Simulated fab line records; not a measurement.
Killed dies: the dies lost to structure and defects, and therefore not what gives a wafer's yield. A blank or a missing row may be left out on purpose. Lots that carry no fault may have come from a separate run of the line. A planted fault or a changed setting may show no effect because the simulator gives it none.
fab line records ; flow n5-finfet ; part 1 of 2: steps 1 to 19 of 25
record: lots: 5; wafers: 15; last-day: 15
route steps=1938 shown BEOL_M7@1286
lots that met no fault: from a run of the same line without faults
start-h: hours from the record's opening day to when the first of the lot's shown wafers began ; wait-h: hours elapsed since this lot's preceding step ; " as in the row above ; L1.1+2: one row covering several wafers at once ; - value missing, or start not given ; * or withheld: withheld ; < > ~ a bound
route shown NAME@n: a module of which the file shows steps, and the number in the route of the first ; usual: the fault-free wafers' mean and standard deviation ; same: alike in all rows ; chamber/n: place in a boat ; sites: per-site readings ; _std_site: standard deviation across them ; _edge_site: mean of outer sites minus mean of inner sites ; radius-mm: for every site, how far away it sits from the centre of the wafer ; mask NAME#n: copy n ; behind: the last tool/chamber to shape the wafer ; hold: reason for holding the lot/hours on hold/outcome of the hold ; device: whichever transistor did not switch (one of n, p or np) ; end of line: at the end of the route, the tests of the same wafers ; for a step that has no rows: nothing shown but its recipe ; killed: at the first sort, the dies lost to defects and structure; wafer yield is something else ; map: dies across one wafer; x = killed, . = not, _ = none there
set.NAME: the setting the step ran with; set.NAME@STEP: the setting that earlier step ran with ; model.NAME: the simulator's own value behind a step, which no gauge read
lots at some steps of the route; a table a step, a row a wafer
services: from which hour (start-h, from the record's first day; less than 0 if before it) a tool's chamber was out of use, for how many hours, and why
== steps ==
step: N5_BEOL_M7_CD_MEAS_18
recipe: pitch-nm: 80; target-cd-nm: 40
usual: cd-nm: 40.0/0.71
lot.wafer;tool;chamber;start-h;wait-h;cd-nm
L075.1;cd-sem-03;-;201.35;0.0;40.3
L075.2;cd-sem-03;-;201.35;0.0;39.2
L075.5;cd-sem-03;-;201.35;0.0;40.9
L080.3;cd-sem-01;-;224.46;0.1;39.5
L080.5;cd-sem-01;-;224.46;0.1;38.6
L080.6;cd-sem-01;-;224.46;0.1;38.4
L082.3;cd-sem-02;-;232.02;0.1;40.6
L082.4;cd-sem-02;-;232.02;0.1;40.1
L082.5;cd-sem-02;-;232.02;0.1;39.6
L088.2;cd-sem-01;-;274.81;0.1;39.8
L088.4;cd-sem-01;-;274.81;0.1;40.9
L088.5;cd-sem-01;-;274.81;0.1;39.6
L089.1;cd-sem-02;-;274.98;0.0;39.3
L089.2;cd-sem-02;-;274.98;0.0;39.8
L089.5;cd-sem-02;-;274.98;0.0;38.9
step: N5_BEOL_M7_COAT_63
recipe: resist: SOC; temp-c: 250; time-s: 60; spin-rpm: 1500; resist-thk-nm: 60
usual: chill-plate-temp-C: 23.02/0.11
lot.wafer;tool;chamber;start-h;wait-h;chill-plate-temp-C
L075.1;litho-track-02;0;202.47;1.1;23.05
L075.2;litho-track-02;0;202.47;1.1;23.08
L075.5;litho-track-02;0;202.47;1.1;22.88
L080.3;litho-track-04;0;226.10;1.6;23.13
L080.5;litho-track-04;0;226.10;1.6;23.04
L080.6;litho-track-04;0;226.10;1.6;23.02
L082.3;litho-track-01;0;233.24;1.2;23.16
L082.4;litho-track-01;0;233.24;1.2;23.07
L082.5;litho-track-01;0;233.24;1.2;23.07
L089.1;litho-track-02;0;277.02;2.0;23.08
L089.2;litho-track-02;0;277.02;2.0;23.05
L089.5;litho-track-02;0;277.02;2.0;23.06
L088.2;litho-track-01;0;277.02;2.2;22.93
L088.4;litho-track-01;0;277.02;2.2;22.97
L088.5;litho-track-01;0;277.02;2.2;22.98
step: N5_BEOL_M7_COAT_64
recipe: resist: SiARC; temp-c: 220; time-s: 60; spin-rpm: 1500; resist-thk-nm: 12
usual: chill-plate-temp-C: 23.01/0.096
lot.wafer;tool;chamber;start-h;wait-h;chill-plate-temp-C
L075.1;litho-track-02;0;-;-;23.14
L075.2;litho-track-02;0;-;-;23.09
L075.5;litho-track-02;0;-;-;23.16
L080.3;litho-track-04;0;-;-;23.07
L080.5;litho-track-04;0;-;-;22.89
L080.6;litho-track-04;0;-;-;23.03
L082.3;litho-track-01;0;-;-;23.00
L082.4;litho-track-01;0;-;-;23.15
L082.5;litho-track-01;0;-;-;22.98
L089.1;litho-track-02;0;-;-;23.00
L089.2;litho-track-02;0;-;-;22.94
L089.5;litho-track-02;0;-;-;22.91
L088.2;litho-track-01;0;-;-;22.98
L088.4;litho-track-01;0;-;-;23.07
L088.5;litho-track-01;0;-;-;23.02
step: N5_BEOL_M7_COAT_71
recipe: resist: underlayer; temp-c: 205; time-s: 60; spin-rpm: 1500; resist-thk-nm: 5
usual: chill-plate-temp-C: 22.99/0.098
lot.wafer;tool;chamber;start-h;wait-h;chill-plate-temp-C
L075.1;litho-track-02;0;-;-;23.15
L075.2;litho-track-02;0;-;-;22.80
L075.5;litho-track-02;0;-;-;23.07
L080.3;litho-track-04;0;-;-;22.94
L080.5;litho-track-04;0;-;-;22.85
L080.6;litho-track-04;0;-;-;22.89
L082.3;litho-track-01;0;-;-;22.96
L082.4;litho-track-01;0;-;-;23.13
L082.5;litho-track-01;0;-;-;22.92
L089.1;litho-track-02;0;-;-;23.08
L089.2;litho-track-02;0;-;-;22.92
L089.5;litho-track-02;0;-;-;22.96
L088.2;litho-track-01;0;-;-;22.86
L088.4;litho-track-01;0;-;-;22.98
L088.5;litho-track-01;0;-;-;22.92
step: N5_BEOL_M7_COAT_22
recipe: resist: CAR-EUV; spin-rpm: 1500; resist-thk-nm: 30
usual: chill-plate-temp-C: 22.99/0.095
lot.wafer;tool;chamber;start-h;wait-h;chill-plate-temp-C
L075.1;litho-track-02;0;-;-;22.89
L075.2;litho-track-02;0;-;-;22.90
L075.5;litho-track-02;0;-;-;22.83
L080.3;litho-track-04;0;-;-;23.01
L080.5;litho-track-04;0;-;-;23.08
L080.6;litho-track-04;0;-;-;22.82
L082.3;litho-track-01;0;-;-;22.88
L082.4;litho-track-01;0;-;-;22.82
L082.5;litho-track-01;0;-;-;22.81
L089.1;litho-track-02;0;-;-;22.84
L089.2;litho-track-02;0;-;-;22.94
L089.5;litho-track-02;0;-;-;22.90
L088.2;litho-track-01;0;-;-;23.19
L088.4;litho-track-01;0;-;-;23.03
L088.5;litho-track-01;0;-;-;23.01
step: N5_BEOL_M7_EBR_24
recipe: solvent: PGMEA; ebr-width-mm: 1.5
usual: chill-plate-temp-C: 22.99/0.12
lot.wafer;tool;chamber;start-h;wait-h;chill-plate-temp-C
L075.1;litho-track-02;0;-;-;23.13
L075.2;litho-track-02;0;-;-;23.03
L075.5;litho-track-02;0;-;-;23.01
L080.3;litho-track-04;0;-;-;22.95
L080.5;litho-track-04;0;-;-;23.00
L080.6;litho-track-04;0;-;-;23.04
L082.3;litho-track-01;0;-;-;23.30
L082.4;litho-track-01;0;-;-;23.16
L082.5;litho-track-01;0;-;-;23.29
L089.1;litho-track-02;0;-;-;23.03
L089.2;litho-track-02;0;-;-;23.08
L089.5;litho-track-02;0;-;-;22.96
L088.2;litho-track-01;0;-;-;23.07
L088.4;litho-track-01;0;-;-;22.90
L088.5;litho-track-01;0;-;-;22.96
step: N5_BEOL_M7_SOFTBAKE_23
recipe: temp-c: 110; time-s: 60; resist: CAR-EUV
usual: chill-plate-temp-C: 23.00/0.1
lot.wafer;tool;chamber;start-h;wait-h;chill-plate-temp-C
L075.1;litho-track-02;0;-;-;22.82
L075.2;litho-track-02;0;-;-;23.04
L075.5;litho-track-02;0;-;-;22.98
L080.3;litho-track-04;0;-;-;22.96
L080.5;litho-track-04;0;-;-;22.95
L080.6;litho-track-04;0;-;-;22.95
L082.3;litho-track-01;0;-;-;23.03
L082.4;litho-track-01;0;-;-;22.89
L082.5;litho-track-01;0;-;-;23.01
L089.1;litho-track-02;0;-;-;22.98
L089.2;litho-track-02;0;-;-;22.96
L089.5;litho-track-02;0;-;-;22.92
L088.2;litho-track-01;0;-;-;23.20
L088.4;litho-track-01;0;-;-;23.07
L088.5;litho-track-01;0;-;-;23.09
step: N5_BEOL_M7_EXPOSE_25
recipe: mask-id: V6; na: 0.33; source-shape: annular; sigma-inner: 0.4; sigma-outer: 0.8; polarization: unpolarized; target-cd-nm: 40; dose-mj: 42.5
usual: focus-offset-nm: 0.0/0.59; reticle-temp-C: 23.02/0.11
lot.wafer;tool;chamber;start-h;wait-h;mask;focus-offset-nm;reticle-temp-C
L075.1;euv-scanner-01;0;202.74;-;V6#0;1.1;23.07
L075.2;euv-scanner-01;0;202.74;-;V6#0;1.2;22.92
L075.5;euv-scanner-01;0;202.74;-;V6#0;-0.8;23.11
L080.3;euv-scanner-01;0;226.25;-;V6#0;-0.3;22.92
L080.5;euv-scanner-01;0;226.25;-;V6#0;0.4;22.98
L080.6;euv-scanner-01;0;226.25;-;V6#0;1.0;22.81
L082.3;euv-scanner-02;0;233.52;-;V6#0;0.0;22.76
L082.4;euv-scanner-02;0;233.52;-;V6#0;0.6;22.89
L082.5;euv-scanner-02;0;233.52;-;V6#0;-0.7;22.83
L088.2;euv-scanner-02;0;277.16;-;V6#0;0.6;23.16
L088.4;euv-scanner-02;0;277.16;-;V6#0;-1.3;22.97
L088.5;euv-scanner-02;0;277.16;-;V6#0;-0.8;22.95
L089.1;euv-scanner-01;0;277.32;-;V6#0;-0.6;23.01
L089.2;euv-scanner-01;0;277.32;-;V6#0;0.0;22.79
L089.5;euv-scanner-01;0;277.32;-;V6#0;0.6;22.96
step: N5_BEOL_M7_PEB_26
recipe: peb-temp-c: 100; peb-time-s: 60; resist: CAR-EUV
usual: chill-plate-temp-C: 23.00/0.11
lot.wafer;tool;chamber;start-h;wait-h;chill-plate-temp-C
L075.1;litho-track-01;0;202.81;0.1;22.95
L075.2;litho-track-01;0;202.81;0.1;22.97
L075.5;litho-track-01;0;202.81;0.1;23.03
L080.3;litho-track-04;0;226.30;0.0;23.07
L080.5;litho-track-04;0;226.30;0.0;23.14
L080.6;litho-track-04;0;226.30;0.0;23.11
L082.3;litho-track-02;0;233.57;0.0;23.03
L082.4;litho-track-02;0;233.57;0.0;23.15
L082.5;litho-track-02;0;233.57;0.0;22.83
L088.2;litho-track-01;0;277.22;0.1;23.05
L088.4;litho-track-01;0;277.22;0.1;23.17
L088.5;litho-track-01;0;277.22;0.1;23.00
L089.1;litho-track-04;0;277.39;0.1;22.97
L089.2;litho-track-04;0;277.39;0.1;22.99
L089.5;litho-track-04;0;277.39;0.1;23.11
step: N5_BEOL_M7_DEVELOP_27
recipe: develop-time-s: 30; developer: TMAH; resist: CAR-EUV; rinse-liquid: surfactant-rinse; dry: air-spin; dev-temp-c: 23
usual: chill-plate-temp-C: 23.00/0.096
lot.wafer;tool;chamber;start-h;wait-h;chill-plate-temp-C
L075.1;litho-track-01;0;-;-;23.10
L075.2;litho-track-01;0;-;-;23.07
L075.5;litho-track-01;0;-;-;23.03
L080.3;litho-track-04;0;-;-;22.85
L080.5;litho-track-04;0;-;-;22.89
L080.6;litho-track-04;0;-;-;22.95
L082.3;litho-track-02;0;-;-;22.99
L082.4;litho-track-02;0;-;-;22.96
L082.5;litho-track-02;0;-;-;23.01
L088.2;litho-track-01;0;-;-;23.09
L088.4;litho-track-01;0;-;-;23.18
L088.5;litho-track-01;0;-;-;23.15
L089.1;litho-track-04;0;-;-;22.87
L089.2;litho-track-04;0;-;-;22.90
L089.5;litho-track-04;0;-;-;23.06
step: N5_BEOL_M7_CD_MEAS_28
recipe: target-cd-nm: 40; landing-energy-ev: 500; detector: se-inlens
usual: cd-nm: 40.10/0.27
same: landing-energy-ev: 500
lot.wafer;tool;chamber;start-h;wait-h;cd-nm
L075.1;cd-sem-02;0;202.88;-;40.18
L075.2;cd-sem-02;0;202.88;-;40.09
L075.5;cd-sem-02;0;202.88;-;39.80
L080.3;cd-sem-02;0;226.37;-;40.32
L080.5;cd-sem-02;0;226.37;-;40.19
L080.6;cd-sem-02;0;226.37;-;39.82
L082.3;cd-sem-02;0;233.64;-;40.45
L082.4;cd-sem-02;0;233.64;-;40.18
L082.5;cd-sem-02;0;233.64;-;39.96
L088.2;cd-sem-01;0;277.29;-;40.36
L088.4;cd-sem-01;0;277.29;-;39.86
L088.5;cd-sem-01;0;277.29;-;40.36
L089.1;cd-sem-03;0;277.46;-;39.98
L089.2;cd-sem-03;0;277.46;-;39.98
L089.5;cd-sem-03;0;277.46;-;40.58
step: N5_BEOL_M7_OVL_MEAS_29
recipe: points-per-wafer: 522
usual: V6_OVL: 0.0/0.73
lot.wafer;tool;chamber;start-h;wait-h;V6_OVL[nm]
L075.1;overlay-02;0;202.91;0.0;-0.5
L075.2;overlay-02;0;202.91;0.0;1.2
L075.5;overlay-02;0;202.91;0.0;0.3
L080.3;overlay-02;0;226.41;0.0;-0.9
L080.5;overlay-02;0;226.41;0.0;-1.0
L080.6;overlay-02;0;226.41;0.0;-1.7
L082.3;overlay-01;0;233.68;0.0;0.4
L082.4;overlay-01;0;233.68;0.0;-0.4
L082.5;overlay-01;0;233.68;0.0;-0.9
L088.2;overlay-02;0;277.32;0.0;-1.1
L088.4;overlay-02;0;277.32;0.0;0.0
L088.5;overlay-02;0;277.32;0.0;-0.6
L089.1;overlay-02;0;277.49;0.0;-1.0
L089.2;overlay-02;0;277.49;0.0;-0.9
L089.5;overlay-02;0;277.49;0.0;-0.9
step: N5_BEOL_M7_INSPECT_30
recipe: mode: adi; inspect-instrument: brightfield
usual: raw-defect-count: 383/85
lot.wafer;tool;chamber;start-h;wait-h;raw-defect-count
L075.1;defect-inspect-01;-;202.97;0.1;307
L075.2;defect-inspect-01;-;202.97;0.1;404
L075.5;defect-inspect-01;-;202.97;0.1;340
L080.3;defect-inspect-01;-;226.46;0.0;414
L080.5;defect-inspect-01;-;226.46;0.0;383
L080.6;defect-inspect-01;-;226.46;0.0;412
L082.3;defect-inspect-02;-;233.73;0.0;395
L082.4;defect-inspect-02;-;233.73;0.0;333
L082.5;defect-inspect-02;-;233.73;0.0;336
L088.2;defect-inspect-02;-;277.38;0.0;386
L088.4;defect-inspect-02;-;277.38;0.0;314
L088.5;defect-inspect-02;-;277.38;0.0;368
L089.1;defect-inspect-02;-;277.55;0.1;302
L089.2;defect-inspect-02;-;277.55;0.1;353
L089.5;defect-inspect-02;-;277.55;0.1;467
step: N5_BEOL_M7_DESCUM_33
recipe: chemistry: O2; time-s: 7; source-power-w: 50; bias-power-w: 20; pressure-mtorr: 20; rf-frequency-hz: 2.712e+07; temp-c: 40; resist: CAR-EUV; o2-flow-sccm: 225
usual: drypump-motor-current-A: 5.5/0.42; oes-product-au: 0.79/0.064; rf-fwd-power-W: 49.37/0.21; rf-vpp-V: 243.4/1.4; showerhead-plenum-p-Torr: 2.10/0.082; throttle-valve-pct: 20.35/0.19
lot.wafer;tool;chamber;start-h;wait-h;drypump-motor-current-A;oes-product-au;rf-fwd-power-W;rf-hours-counter-h;rf-vpp-V;showerhead-plenum-p-Torr;throttle-valve-pct
L075.1;rie-diel-02;1;203.00;0.0;6.0;0.77;49.55;153;241.8;1.99;19.98
L075.2;rie-diel-02;0;203.00;0.0;5.1;0.73;49.57;177;243.3;2.10;20.51
L075.5;rie-diel-02;0;203.00;0.0;5.0;0.72;49.40;-;243.3;2.10;20.49
L080.3;rie-diel-06;1;226.49;0.0;4.7;0.67;49.54;247;242.0;2.06;20.53
L080.5;rie-diel-06;3;226.49;0.0;5.9;0.79;49.59;-;240.3;1.92;20.10
L080.6;rie-diel-06;2;226.49;0.0;5.4;0.81;49.58;-;246.2;2.23;20.46
L082.3;rie-diel-06;3;233.76;0.0;5.9;0.77;49.22;155;240.6;1.92;20.09
L082.4;rie-diel-06;2;233.76;0.0;5.4;0.81;49.57;106;244.2;2.23;20.48
L082.5;rie-diel-06;2;233.76;0.0;5.4;0.82;49.52;-;244.1;2.22;20.47
L088.2;rie-diel-02;3;277.75;0.4;5.5;0.72;49.07;178;243.9;2.16;20.36
L088.4;rie-diel-02;1;277.75;0.4;6.0;0.76;49.57;177;241.4;1.98;20.01
L088.5;rie-diel-02;3;277.75;0.4;5.5;0.72;49.22;-;245.0;2.16;20.36
L089.1;rie-diel-06;1;277.78;0.2;4.7;0.95;49.36;5;243.7;2.06;20.12
L089.2;rie-diel-06;2;277.78;0.2;5.4;0.79;49.71;122;244.2;2.22;20.51
L089.5;rie-diel-06;0;277.78;0.2;5.7;0.89;49.28;-;244.6;2.11;20.09
step: N5_BEOL_M7_ETCH_72
recipe: chemistry: N2/H2; target: underlayer; target-depth-a: 65; mask-material: CAR-EUV; time-s: 5.2; ion-energy-ev: 200; pressure-mtorr: 30; source-w: 840; bias-w: 150; n2-flow-sccm: 200; h2-flow-sccm: 200; ends: cleared
usual: drypump-motor-current-A: 5.5/0.42; etch-rf-on-time-s: 5.24/0.17; h2-flow-sccm: 200.1/0.55; oes-product-au: 0.67/0.055; rf-fwd-power-W: 819.5/2.6; rf-vpp-V: 524.0/2.8; showerhead-plenum-p-Torr: 2.55/0.1; throttle-valve-pct: 17.79/0.22
lot.wafer;tool;chamber;start-h;wait-h;drypump-motor-current-A;etch-rf-on-time-s;h2-flow-sccm;oes-product-au;rf-fwd-power-W;rf-hours-counter-h;rf-vpp-V;showerhead-plenum-p-Torr;throttle-valve-pct
L075.1;rie-diel-02;1;203.03;0.0;6.0;5.09;199.6;0.67;816.9;153;519.0;2.42;17.50
L075.2;rie-diel-02;0;203.03;0.0;5.1;5.20;200.4;0.63;824.4;177;523.3;2.51;17.69
L075.5;rie-diel-02;0;203.03;0.0;5.0;5.24;199.9;0.63;821.4;-;524.7;2.51;17.66
L080.3;rie-diel-06;1;226.52;0.0;4.7;5.34;200.7;0.56;818.1;247;522.0;2.49;17.84
L080.5;rie-diel-06;3;226.52;0.0;5.9;5.18;200.6;0.66;823.0;-;519.5;2.33;17.46
L080.6;rie-diel-06;2;226.52;0.0;5.4;4.84;200.7;0.71;817.4;-;526.1;2.67;17.75
L082.3;rie-diel-06;3;233.80;0.0;5.9;5.17;199.7;0.67;820.1;155;518.7;2.32;17.46
L082.4;rie-diel-06;2;233.80;0.0;5.4;4.76;200.4;0.71;819.4;106;526.6;2.67;17.76
L082.5;rie-diel-06;2;233.80;0.0;5.4;4.77;199.4;0.71;816.7;-;525.9;2.67;17.74
L088.2;rie-diel-02;3;277.79;0.0;5.5;5.25;201.0;0.62;822.7;178;527.2;2.65;18.13
L088.4;rie-diel-02;1;277.79;0.0;6.0;5.04;200.2;0.65;815.7;177;520.7;2.41;17.51
L088.5;rie-diel-02;3;277.79;0.0;5.5;5.27;200.9;0.61;816.3;-;526.5;2.65;18.12
L089.1;rie-diel-06;1;277.82;0.0;4.7;5.19;200.2;0.82;818.0;5;521.7;2.48;17.35
L089.2;rie-diel-06;2;277.82;0.0;5.4;4.94;200.5;0.69;817.8;122;530.1;2.66;17.78
L089.5;rie-diel-06;0;277.82;0.0;5.6;5.35;200.3;0.75;820.3;-;524.7;2.59;17.60
step: N5_BEOL_M7_ETCH_65
recipe: chemistry: CF4; target: SiARC; target-depth-a: 156; mask-material: CAR-EUV; time-s: 26; ion-energy-ev: 80; pressure-mtorr: 40; source-w: 545; bias-w: 36; Ar_flow_sccm: 100; cf4-flow-sccm: 100; ends: cleared
usual: drypump-motor-current-A: 5.5/0.42; etch-rf-on-time-s: 26.0/0.81; oes-product-au: 0.67/0.054; rf-fwd-power-W: 532.2/1.9; rf-vpp-V: 184.2/1.2; showerhead-plenum-p-Torr: 2.14/0.069; throttle-valve-pct: 15.52/0.13
lot.wafer;tool;chamber;start-h;wait-h;drypump-motor-current-A;etch-rf-on-time-s;oes-product-au;rf-fwd-power-W;rf-hours-counter-h;rf-vpp-V;showerhead-plenum-p-Torr;throttle-valve-pct
L075.1;rie-diel-02;1;203.05;0.0;6.0;25.5;0.66;538.3;153;183.3;2.06;15.40
L075.2;rie-diel-02;0;203.05;0.0;5.0;26.1;0.63;530.8;177;184.4;2.14;15.62
L075.5;rie-diel-02;0;203.05;0.0;5.0;26.0;0.62;529.1;-;182.9;2.14;15.64
L080.3;rie-diel-06;1;226.54;0.0;4.7;26.5;0.57;531.8;247;183.8;2.11;15.82
L080.5;rie-diel-06;3;226.54;0.0;5.9;25.4;0.67;533.2;-;181.5;1.99;15.36
L080.6;rie-diel-06;2;226.54;0.0;5.4;24.1;0.71;530.9;-;185.4;2.24;15.49
L082.3;rie-diel-06;3;233.81;0.0;5.9;25.8;0.67;533.5;155;181.3;1.99;15.38
L082.4;rie-diel-06;2;233.81;0.0;5.4;24.3;0.70;531.3;106;186.5;2.24;15.49
L082.5;rie-diel-06;2;233.81;0.0;5.4;24.3;0.71;534.7;-;183.1;2.24;15.48
L088.2;rie-diel-02;3;277.81;0.0;5.4;26.3;0.62;529.6;178;184.0;2.20;15.63
L088.4;rie-diel-02;1;277.81;0.0;6.0;25.5;0.65;535.8;177;185.0;2.06;15.45
L088.5;rie-diel-02;3;277.81;0.0;5.5;26.2;0.62;529.9;-;185.5;2.20;15.62
L089.1;rie-diel-06;1;277.83;0.0;4.7;25.8;0.81;533.7;5;183.6;2.11;15.32
L089.2;rie-diel-06;2;277.83;0.0;5.4;24.9;0.68;530.6;122;185.5;2.23;15.53
L089.5;rie-diel-06;0;277.83;0.0;5.6;26.4;0.75;533.3;-;184.9;2.18;15.41
step: N5_BEOL_M7_ETCH_66
recipe: chemistry: N2/H2; target: SOC; target-depth-a: 800; overetch-a: 160; mask-material: SiARC; temp-c: 40; time-s: 120; ion-energy-ev: 200; pressure-mtorr: 30; source-w: 840; bias-w: 150; n2-flow-sccm: 200; h2-flow-sccm: 200
usual: drypump-motor-current-A: 5.5/0.42; h2-flow-sccm: 200.1/0.64; oes-product-au: 0.60/0.047; rf-fwd-power-W: 835.0/2.8; rf-vpp-V: 524.2/2.6; showerhead-plenum-p-Torr: 2.55/0.1; throttle-valve-pct: 17.75/0.22
lot.wafer;tool;chamber;start-h;wait-h;drypump-motor-current-A;h2-flow-sccm;oes-product-au;rf-fwd-power-W;rf-hours-counter-h;rf-vpp-V;showerhead-plenum-p-Torr;throttle-valve-pct
L075.1;rie-diel-02;1;203.08;0.0;6.0;199.3;0.59;837.0;153;521.0;2.42;17.46
L075.2;rie-diel-02;0;203.08;0.0;5.0;200.1;0.56;833.2;177;524.4;2.51;17.64
L075.5;rie-diel-02;0;203.08;0.0;5.1;199.7;0.57;837.0;-;523.9;2.51;17.65
L080.3;rie-diel-06;1;226.57;0.0;4.7;199.6;0.52;833.7;247;521.3;2.49;17.82
L080.5;rie-diel-06;3;226.57;0.0;5.9;200.5;0.59;831.9;-;517.5;2.32;17.44
L080.6;rie-diel-06;2;226.57;0.0;5.4;200.8;0.61;838.7;-;527.3;2.67;17.71
L082.3;rie-diel-06;3;233.84;0.0;5.9;199.4;0.60;835.8;155;518.1;2.32;17.42
L082.4;rie-diel-06;2;233.84;0.0;5.4;199.4;0.61;838.2;106;528.2;2.67;17.69
L082.5;rie-diel-06;2;233.84;0.0;5.4;199.6;0.61;836.8;-;526.1;2.67;17.70
L088.2;rie-diel-02;3;277.83;0.0;5.4;199.8;0.55;834.7;178;526.1;2.65;18.08
L088.4;rie-diel-02;1;277.83;0.0;6.0;200.6;0.58;838.7;177;520.7;2.41;17.49
L088.5;rie-diel-02;3;277.83;0.0;5.5;199.3;0.56;835.7;-;527.2;2.65;18.07
L089.1;rie-diel-06;1;277.86;0.0;4.7;199.9;0.72;837.3;5;522.5;2.48;17.36
L089.2;rie-diel-06;2;277.86;0.0;5.4;199.4;0.59;834.5;122;526.3;2.66;17.72
L089.5;rie-diel-06;0;277.86;0.0;5.7;198.4;0.67;834.3;-;523.9;2.59;17.55
step: N5_BEOL_M7_STRIP_69
recipe: chemistry: N2/H2; temp-c: 40; n2-flow-sccm: 200; h2-flow-sccm: 200; rf-frequency-hz: 6e+07
lot.wafer;tool;chamber;start-h;wait-h
L075.1+2+5;rie-diel-02;1,0,0;203.16;0.0
L080.3+5+6;rie-diel-06;1,3,2;226.65;0.0
L082.3+4+5;rie-diel-06;3,2,2;233.92;0.0
L088.2+4+5;rie-diel-02;3,1,3;277.91;0.0
L089.1+2+5;rie-diel-06;1,2,0;277.94;0.0
step: N5_BEOL_M7_STRIP_73
recipe: chemistry: N2/H2; temp-c: 40; n2-flow-sccm: 200; h2-flow-sccm: 200; rf-frequency-hz: 6e+07
lot.wafer;tool;chamber;start-h;wait-h
L075.1+2+5;rie-diel-02;1,0,0;203.17;0.0
L080.3+5+6;rie-diel-06;1,3,2;226.66;0.0
L082.3+4+5;rie-diel-06;3,2,2;233.93;0.0
L088.2+4+5;rie-diel-02;3,1,3;277.92;0.0
L089.1+2+5;rie-diel-06;1,2,0;277.95;0.0
